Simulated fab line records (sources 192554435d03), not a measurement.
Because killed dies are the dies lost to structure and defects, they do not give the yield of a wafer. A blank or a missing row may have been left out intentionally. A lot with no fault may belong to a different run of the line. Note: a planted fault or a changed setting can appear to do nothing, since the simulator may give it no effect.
Which of the tools did it? / flow n5 finfet / 8 lots with 23 wafers sampled at 6 steps, on a route of 1938 steps

== WHAT THE GAUGES SHOWED, per wafer ==
N5_BEOL_M4_RC_MEAS_101. Usual: DIBL_N 36.0 mV/V, standard deviation 2.5; DIBL_P 36.2 mV/V, standard deviation 3; IOFF_N 0.16 nA/um, standard deviation 0.044; IOFF_P 0.21 nA/um, standard deviation 0.049; ION_N 671 uA/um, standard deviation 15; ION_P 461 uA/um, standard deviation 8.7; SS_N 71.5 mV/dec, standard deviation 0.72; SS_P 73.4 mV/dec, standard deviation 0.9; VT_N 251 mV, standard deviation 4.4; VT_P -250 mV, standard deviation 4.
lot=L433; measured=day 8 12:22; on=prober-01; DIBL_N (mV/V)=34.7 36.7 33.9; DIBL_P (mV/V)=33.8 36.3 32.7; IOFF_N (nA/um)=0.13 0.16 0.12; IOFF_P (nA/um)=0.20 0.24 0.19; ION_N (uA/um)=653 672 667; ION_P (uA/um)=456 469 468; SS_N (mV/dec)=71.5 71.4 71.0; SS_P (mV/dec)=72.0 73.8 72.1; VT_N (mV)=255 249 252; VT_P (mV)=-250 -243 -246; flag=
lot=L434; measured=day 8 21:15; on=prober-02; DIBL_N (mV/V)=34.6 33.6 33.5; DIBL_P (mV/V)=36.4 35.3 35.5; IOFF_N (nA/um)=0.13 0.13 0.13; IOFF_P (nA/um)=0.19 0.17 0.18; ION_N (uA/um)=652 660 652; ION_P (uA/um)=449 452 447; SS_N (mV/dec)=71.9 71.7 72.0; SS_P (mV/dec)=73.2 73.2 73.0; VT_N (mV)=254 253 254; VT_P (mV)=-252 -253 -255; flag=
lot=L436; measured=day 9 14:58; on=prober-02; DIBL_N (mV/V)=32.7 37.3 35.7; DIBL_P (mV/V)=34.3 40.0 38.5; IOFF_N (nA/um)=0.12 0.20 0.16; IOFF_P (nA/um)=0.18 0.24 0.24; ION_N (uA/um)=656 677 663; ION_P (uA/um)=455 459 461; SS_N (mV/dec)=70.9 72.3 71.7; SS_P (mV/dec)=72.2 74.3 74.3; VT_N (mV)=252 247 253; VT_P (mV)=-249 -249 -247; flag=
lot=L443; measured=day 11 04:19; on=prober-02; DIBL_N (mV/V)=35.8 38.2 35.3; DIBL_P (mV/V)=35.0 37.5 33.7; IOFF_N (nA/um)=0.13 0.17 0.13; IOFF_P (nA/um)=0.19 0.22 0.18; ION_N (uA/um)=662 672 662; ION_P (uA/um)=459 463 464; SS_N (mV/dec)=71.5 72.1 71.2; SS_P (mV/dec)=73.2 73.5 72.7; VT_N (mV)=253 249 252; VT_P (mV)=-253 -247 -252; flag=
lot=L446; measured=day 11 18:24; on=prober-01; DIBL_N (mV/V)=36.0 36.6 35.9; DIBL_P (mV/V)=36.7 38.2 35.8; IOFF_N (nA/um)=0.15 0.17 0.15; IOFF_P (nA/um)=0.22 0.24 0.19; ION_N (uA/um)=671 686 658; ION_P (uA/um)=461 471 450; SS_N (mV/dec)=71.7 71.6 72.3; SS_P (mV/dec)=73.2 74.0 73.3; VT_N (mV)=252 250 254; VT_P (mV)=-247 -244 -253; flag=
lot=L455; measured=day 13 20:39; on=prober-01; DIBL_N (mV/V)=40.1 36.2 37.9; DIBL_P (mV/V)=40.6 35.1 37.6; IOFF_N (nA/um)=0.25 0.13 0.19; IOFF_P (nA/um)=0.31 0.19 0.25; ION_N (uA/um)=689 651 675; ION_P (uA/um)=470 453 463; SS_N (mV/dec)=73.0 71.1 71.8; SS_P (mV/dec)=74.3 73.0 73.6; VT_N (mV)=245 255 246; VT_P (mV)=-242 -252 -246; flag=
lot=L454; measured=day 13 21:25; on=prober-01; DIBL_N (mV/V)=36.4 39.7 34.3; DIBL_P (mV/V)=36.3 40.5 32.5; IOFF_N (nA/um)=0.17 0.26 0.13; IOFF_P (nA/um)=0.25 0.34 0.18; ION_N (uA/um)=678 698 672; ION_P (uA/um)=473 475 460; SS_N (mV/dec)=72.1 72.2 70.5; SS_P (mV/dec)=73.6 74.3 72.5; VT_N (mV)=251 242 251; VT_P (mV)=-248 -244 -249; flag=
lot=L456; measured=day 14 06:51; on=prober-02; DIBL_N (mV/V)=37.1 34.0; DIBL_P (mV/V)=38.2 34.5; IOFF_N (nA/um)=0.17 0.12; IOFF_P (nA/um)=0.21 0.16; ION_N (uA/um)=685 675; ION_P (uA/um)=470 460; SS_N (mV/dec)=71.1 70.8; SS_P (mV/dec)=74.5 73.5; VT_N (mV)=253 252; VT_P (mV)=-253 -258; flag=

== EACH LOT AND THE TOOL THAT RAN IT (in order: tool; ch and the chambers of the sampled wafers; start) ==
lot=L433; N5_BEOL_M2_ETCH_63=rie diel-01 ch 2,3, day 6 13:08; N5_BEOL_M2_STRIP_19=rie diel-02 ch 1,2, day 6 13:26; N5_BEOL_M2_COAT_68=litho track-03 ch 0, day 6 13:33; N5_BEOL_M2_ETCH_77=rie diel-05 ch 1,2, day 6 14:08; N5_BEOL_M2_ETCH_69=rie diel-05 ch 1,2, day 6 14:10
lot=L434; N5_BEOL_M2_ETCH_63=rie diel-02 ch 0,1, day 7 02:58; N5_BEOL_M2_STRIP_19=rie diel-02 ch 0,2,3, day 7 03:17; N5_BEOL_M2_COAT_68=litho track-05 ch 0, day 7 03:24; N5_BEOL_M2_ETCH_77=rie diel-05 ch 0,3, day 7 03:58; N5_BEOL_M2_ETCH_69=rie diel-05 ch 0,3, day 7 03:59
lot=L436; N5_BEOL_M2_ETCH_63=rie diel-05 ch 1,2,3, day 7 17:08; N5_BEOL_M2_STRIP_19=rie diel-02 ch 0,1,3, day 7 17:28; N5_BEOL_M2_COAT_68=litho track-03 ch 0, day 7 17:34; N5_BEOL_M2_ETCH_77=rie diel-05 ch 1,3, day 7 18:16; N5_BEOL_M2_ETCH_69=rie diel-05 ch 1,3, day 7 18:17
lot=L443; N5_BEOL_M2_ETCH_63=rie diel-05 ch 1,2,3, day 9 18:01; N5_BEOL_M2_STRIP_19=rie diel-05 ch 1,2,3, day 9 18:28; N5_BEOL_M2_COAT_68=litho track-03 ch 0, day 9 18:34; N5_BEOL_M2_ETCH_77=rie diel-02 ch 1,3, day 9 19:34; N5_BEOL_M2_ETCH_69=rie diel-02 ch 1,3, day 9 19:35
lot=L446; N5_BEOL_M2_ETCH_63=rie diel-02 ch 0,1, day 9 23:16; N5_BEOL_M2_STRIP_19=rie diel-01 ch 2, day 9 23:40; N5_BEOL_M2_COAT_68=litho track-05 ch 0, day 9 23:48; N5_BEOL_M2_ETCH_77=rie diel-02 ch 0,1, day 10 00:22; N5_BEOL_M2_ETCH_69=rie diel-02 ch 0,1, day 10 00:23
lot=L455; N5_BEOL_M2_ETCH_63=rie diel-01 ch 0,1,3, day 12 02:19; N5_BEOL_M2_STRIP_19=rie diel-02 ch 0,1, day 12 03:00; N5_BEOL_M2_COAT_68=litho track-03 ch 0, day 12 03:07; N5_BEOL_M2_ETCH_77=rie diel-02 ch 0,1,2, day 12 04:23; N5_BEOL_M2_ETCH_69=rie diel-02 ch 0,1,2, day 12 04:24
lot=L454; N5_BEOL_M2_ETCH_63=rie diel-02 ch 0,1,2, day 12 04:31; N5_BEOL_M2_STRIP_19=rie diel-02 ch 0,1, day 12 05:05; N5_BEOL_M2_COAT_68=litho track-03 ch 0, day 12 05:12; N5_BEOL_M2_ETCH_77=rie diel-05 ch 2,3, day 12 06:02; N5_BEOL_M2_ETCH_69=rie diel-05 ch 2,3, day 12 06:03
lot=L456; N5_BEOL_M2_ETCH_63=rie diel-01 ch 2,3, day 12 16:20; N5_BEOL_M2_STRIP_19=rie diel-02 ch 0, day 12 16:40; N5_BEOL_M2_COAT_68=litho track-05 ch 0, day 12 16:46; N5_BEOL_M2_ETCH_77=rie diel-05 ch 2, day 12 17:28; N5_BEOL_M2_ETCH_69=rie diel-05 ch 2, day 12 17:29
- N5_BEOL_M2_ETCH_63: etches SiARC in CF4, target depth 15.6 nm, time 26 s.
- N5_BEOL_M2_STRIP_19: strips in O2.
- N5_BEOL_M2_COAT_68: time 60 s, resist thk 12 nm.
- N5_BEOL_M2_ETCH_77: etches underlayer in N2/H2, target depth 6.5 nm, time 5.2 s.
- N5_BEOL_M2_ETCH_69: etches SiARC in CF4, target depth 15.6 nm, time 26 s.

== AS READ BY THE TOOLS THEMSELVES (means over the sampled wafers that have a number; for cases with no such wafer, the mark the record gives instead) ==
N5_BEOL_M2_ETCH_63. Usual: drypump motor current A 5.8 A, standard deviation 0.48; etch rf on time s 26.4 s, standard deviation 0.84; oes product au 0.64 a.u., standard deviation 0.067; rf vpp V 184.1 V, standard deviation 1.2; showerhead plenum p Torr 2.14 Torr, standard deviation 0.064; throttle valve pct 15.74 %, standard deviation 0.24.
lot=L433; tool=rie diel-01; drypump motor current A (A)=5.7; etch rf on time s (s)=26.0; oes product au (a.u.)=0.66; rf vpp V (V)=184.4; showerhead plenum p Torr (Torr)=2.19; throttle valve pct (%)=15.79; flag=
lot=L434; tool=rie diel-02; drypump motor current A (A)=5.5; etch rf on time s (s)=25.8; oes product au (a.u.)=0.63; rf vpp V (V)=183.5; showerhead plenum p Torr (Torr)=2.11; throttle valve pct (%)=15.80; flag=
lot=L436; tool=rie diel-05; drypump motor current A (A)=5.4; etch rf on time s (s)=26.3; oes product au (a.u.)=0.60; rf vpp V (V)=184.5; showerhead plenum p Torr (Torr)=2.18; throttle valve pct (%)=15.78; flag=
lot=L443; tool=rie diel-05; drypump motor current A (A)=5.4; etch rf on time s (s)=26.7; oes product au (a.u.)=0.59; rf vpp V (V)=184.5; showerhead plenum p Torr (Torr)=2.17; throttle valve pct (%)=15.80; flag=
lot=L446; tool=rie diel-02; drypump motor current A (A)=5.7; etch rf on time s (s)=26.4; oes product au (a.u.)=0.62; rf vpp V (V)=183.5; showerhead plenum p Torr (Torr)=2.07; throttle valve pct (%)=15.68; flag=
lot=L455; tool=rie diel-01; drypump motor current A (A)=6.2; etch rf on time s (s)=25.4; oes product au (a.u.)=0.74; rf vpp V (V)=184.9; showerhead plenum p Torr (Torr)=2.19; throttle valve pct (%)=15.43; flag=
lot=L454; tool=rie diel-02; drypump motor current A (A)=5.6; etch rf on time s (s)=26.6; oes product au (a.u.)=0.62; rf vpp V (V)=183.4; showerhead plenum p Torr (Torr)=2.11; throttle valve pct (%)=15.80; flag=
lot=L456; tool=rie diel-01; drypump motor current A (A)=5.8; etch rf on time s (s)=26.0; oes product au (a.u.)=0.62; rf vpp V (V)=185.2; showerhead plenum p Torr (Torr)=2.16; throttle valve pct (%)=15.86; flag=

N5_BEOL_M2_STRIP_19. Usual: drypump motor current A 5.7 A, standard deviation 0.42; oes product au 0.75 a.u., standard deviation 0.07; rf vpp V 3.7 V, standard deviation 0.48; showerhead plenum p Torr 2.09 Torr, standard deviation 0.068; throttle valve pct 16.84 %, standard deviation 0.24.
lot=L433; tool=rie diel-02; drypump motor current A (A)=5.8; oes product au (a.u.)=0.79; rf vpp V (V)=3.7; showerhead plenum p Torr (Torr)=2.05; throttle valve pct (%)=16.62; flag=
lot=L434; tool=rie diel-02; drypump motor current A (A)=5.6; oes product au (a.u.)=0.83; rf vpp V (V)=3.2; showerhead plenum p Torr (Torr)=2.10; throttle valve pct (%)=16.80; flag=
lot=L436; tool=rie diel-02; drypump motor current A (A)=5.7; oes product au (a.u.)=0.80; rf vpp V (V)=3.8; showerhead plenum p Torr (Torr)=2.06; throttle valve pct (%)=16.76; flag=
lot=L443; tool=rie diel-05; drypump motor current A (A)=5.4; oes product au (a.u.)=0.68; rf vpp V (V)=3.9; showerhead plenum p Torr (Torr)=2.13; throttle valve pct (%)=16.88; flag=
lot=L446; tool=rie diel-01; drypump motor current A (A)=5.7; oes product au (a.u.)=0.75; rf vpp V (V)=3.7; showerhead plenum p Torr (Torr)=2.20; throttle valve pct (%)=17.25; flag=
lot=L455; tool=rie diel-02; drypump motor current A (A)=5.5; oes product au (a.u.)=0.72; rf vpp V (V)=3.7; showerhead plenum p Torr (Torr)=2.05; throttle valve pct (%)=16.96; flag=
lot=L454; tool=rie diel-02; drypump motor current A (A)=5.7; oes product au (a.u.)=0.71; rf vpp V (V)=3.5; showerhead plenum p Torr (Torr)=2.02; throttle valve pct (%)=16.81; flag=
lot=L456; tool=rie diel-02; drypump motor current A (A)=5.3; oes product au (a.u.)=0.71; rf vpp V (V)=3.9; showerhead plenum p Torr (Torr)=2.07; throttle valve pct (%)=17.10; flag=

N5_BEOL_M2_COAT_68. Usual: heater power total W 427.4 W, standard deviation 2.2; spin speed rpm 1499.7 rpm, standard deviation 0.8.
lot=L433; tool=litho track-03; heater power total W (W)=428.9; spin speed rpm (rpm)=1500.1; flag=
lot=L434; tool=litho track-05; heater power total W (W)=428.1; spin speed rpm (rpm)=1499.2; flag=
lot=L436; tool=litho track-03; heater power total W (W)=428.0; spin speed rpm (rpm)=1499.5; flag=
lot=L443; tool=litho track-03; heater power total W (W)=425.4; spin speed rpm (rpm)=1500.2; flag=
lot=L446; tool=litho track-05; heater power total W (W)=426.7; spin speed rpm (rpm)=1499.5; flag=
lot=L455; tool=litho track-03; heater power total W (W)=425.9; spin speed rpm (rpm)=1270.7; flag=OFF
lot=L454; tool=litho track-03; heater power total W (W)=428.4; spin speed rpm (rpm)=1270.7; flag=OFF
lot=L456; tool=litho track-05; heater power total W (W)=426.1; spin speed rpm (rpm)=1500.5; flag=

N5_BEOL_M2_ETCH_77. Usual: drypump motor current A 5.7 A, standard deviation 0.48; etch rf on time s 5.30 s, standard deviation 0.16; oes product au 0.64 a.u., standard deviation 0.07; rf vpp V 523.9 V, standard deviation 2.5; showerhead plenum p Torr 2.55 Torr, standard deviation 0.073; throttle valve pct 17.97 %, standard deviation 0.29.
lot=L433; tool=rie diel-05; drypump motor current A (A)=5.1; etch rf on time s (s)=5.25; oes product au (a.u.)=0.61; rf vpp V (V)=525.0; showerhead plenum p Torr (Torr)=2.59; throttle valve pct (%)=18.08; flag=
lot=L434; tool=rie diel-05; drypump motor current A (A)=5.9; etch rf on time s (s)=5.41; oes product au (a.u.)=0.60; rf vpp V (V)=524.2; showerhead plenum p Torr (Torr)=2.57; throttle valve pct (%)=17.84; flag=
lot=L436; tool=rie diel-05; drypump motor current A (A)=5.4; etch rf on time s (s)=5.46; oes product au (a.u.)=0.58; rf vpp V (V)=526.1; showerhead plenum p Torr (Torr)=2.62; throttle valve pct (%)=17.98; flag=
lot=L443; tool=rie diel-02; drypump motor current A (A)=5.9; etch rf on time s (s)=5.29; oes product au (a.u.)=0.67; rf vpp V (V)=520.9; showerhead plenum p Torr (Torr)=2.48; throttle valve pct (%)=18.08; flag=
lot=L446; tool=rie diel-02; drypump motor current A (A)=5.7; etch rf on time s (s)=5.24; oes product au (a.u.)=0.62; rf vpp V (V)=520.3; showerhead plenum p Torr (Torr)=2.49; throttle valve pct (%)=18.22; flag=
lot=L455; tool=rie diel-02; drypump motor current A (A)=5.6; etch rf on time s (s)=5.35; oes product au (a.u.)=0.61; rf vpp V (V)=523.2; showerhead plenum p Torr (Torr)=2.52; throttle valve pct (%)=18.20; flag=
lot=L454; tool=rie diel-05; drypump motor current A (A)=5.7; etch rf on time s (s)=5.27; oes product au (a.u.)=0.74; rf vpp V (V)=526.4; showerhead plenum p Torr (Torr)=2.57; throttle valve pct (%)=17.49; flag=
lot=L456; tool=rie diel-05; drypump motor current A (A)=5.9; etch rf on time s (s)=5.13; oes product au (a.u.)=0.59; rf vpp V (V)=523.2; showerhead plenum p Torr (Torr)=2.48; throttle valve pct (%)=17.66; flag=

N5_BEOL_M2_ETCH_69. Usual: drypump motor current A 5.7 A, standard deviation 0.48; etch rf on time s 26.5 s, standard deviation 0.87; oes product au 0.64 a.u., standard deviation 0.073; rf vpp V 184.0 V, standard deviation 1; showerhead plenum p Torr 2.14 Torr, standard deviation 0.06; throttle valve pct 15.73 %, standard deviation 0.23.
lot=L433; tool=rie diel-05; drypump motor current A (A)=5.1; etch rf on time s (s)=26.4; oes product au (a.u.)=0.61; rf vpp V (V)=184.9; showerhead plenum p Torr (Torr)=2.18; throttle valve pct (%)=15.86; flag=
lot=L434; tool=rie diel-05; drypump motor current A (A)=5.8; etch rf on time s (s)=27.4; oes product au (a.u.)=0.60; rf vpp V (V)=183.9; showerhead plenum p Torr (Torr)=2.17; throttle valve pct (%)=15.72; flag=
lot=L436; tool=rie diel-05; drypump motor current A (A)=5.3; etch rf on time s (s)=27.3; oes product au (a.u.)=0.58; rf vpp V (V)=185.6; showerhead plenum p Torr (Torr)=2.21; throttle valve pct (%)=15.78; flag=
lot=L443; tool=rie diel-02; drypump motor current A (A)=5.9; etch rf on time s (s)=26.7; oes product au (a.u.)=0.66; rf vpp V (V)=183.3; showerhead plenum p Torr (Torr)=2.06; throttle valve pct (%)=15.54; flag=
lot=L446; tool=rie diel-02; drypump motor current A (A)=5.6; etch rf on time s (s)=26.2; oes product au (a.u.)=0.62; rf vpp V (V)=183.2; showerhead plenum p Torr (Torr)=2.07; throttle valve pct (%)=15.69; flag=
lot=L455; tool=rie diel-02; drypump motor current A (A)=5.6; etch rf on time s (s)=29.0; oes product au (a.u.)=0.62; rf vpp V (V)=183.2; showerhead plenum p Torr (Torr)=2.11; throttle valve pct (%)=15.80; flag=
lot=L454; tool=rie diel-05; drypump motor current A (A)=5.7; etch rf on time s (s)=29.0; oes product au (a.u.)=0.74; rf vpp V (V)=184.0; showerhead plenum p Torr (Torr)=2.17; throttle valve pct (%)=15.41; flag=
lot=L456; tool=rie diel-05; drypump motor current A (A)=5.9; etch rf on time s (s)=25.6; oes product au (a.u.)=0.59; rf vpp V (V)=183.4; showerhead plenum p Torr (Torr)=2.10; throttle valve pct (%)=15.73; flag=

== THE ANSWER, worked out from the rows above alone ==
Rule: a lot counts as off when the mean over its wafers that have a number is more than 3 standard deviations away from the usual mean. A lot without any number at a reading at which 4 lots or more have one is off too. All remaining lots with rows at the step are treated as sound. The gauges are gone through in route order, then the tools' own readings, and for those a lot's mean is taken as printed above. At the first step where some lot is off, the reading lying furthest off is the one used; lots without a number count as furthest.
Off: L455, L454, at N5_BEOL_M2_COAT_68 (spin speed rpm).
A tool fits if, at that step or a process step before it, it ran every lot that is off, and no sound lot after the first of them. One fits: litho track-03 at N5_BEOL_M2_COAT_68. Its last sound lot is L443 (day 9 18:34), its first lot that is off L455 (day 12 03:07): a fault that began between those two fits.
The tool's own readings at N5_BEOL_M2_COAT_68 bear it out: on the lots that are off they differ by more than 5 times the standard deviation of the sound lots' means. spin speed rpm reads 1270.7 rpm there against 1499.8 rpm on the sound lots.

== WHAT THE SIMULATOR HAD INSERTED ==
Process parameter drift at N5_BEOL_M2_COAT_68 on litho track-03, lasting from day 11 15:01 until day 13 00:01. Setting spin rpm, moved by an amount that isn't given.
Shown lots that were struck: L455, L454. The same result came from the rule above.
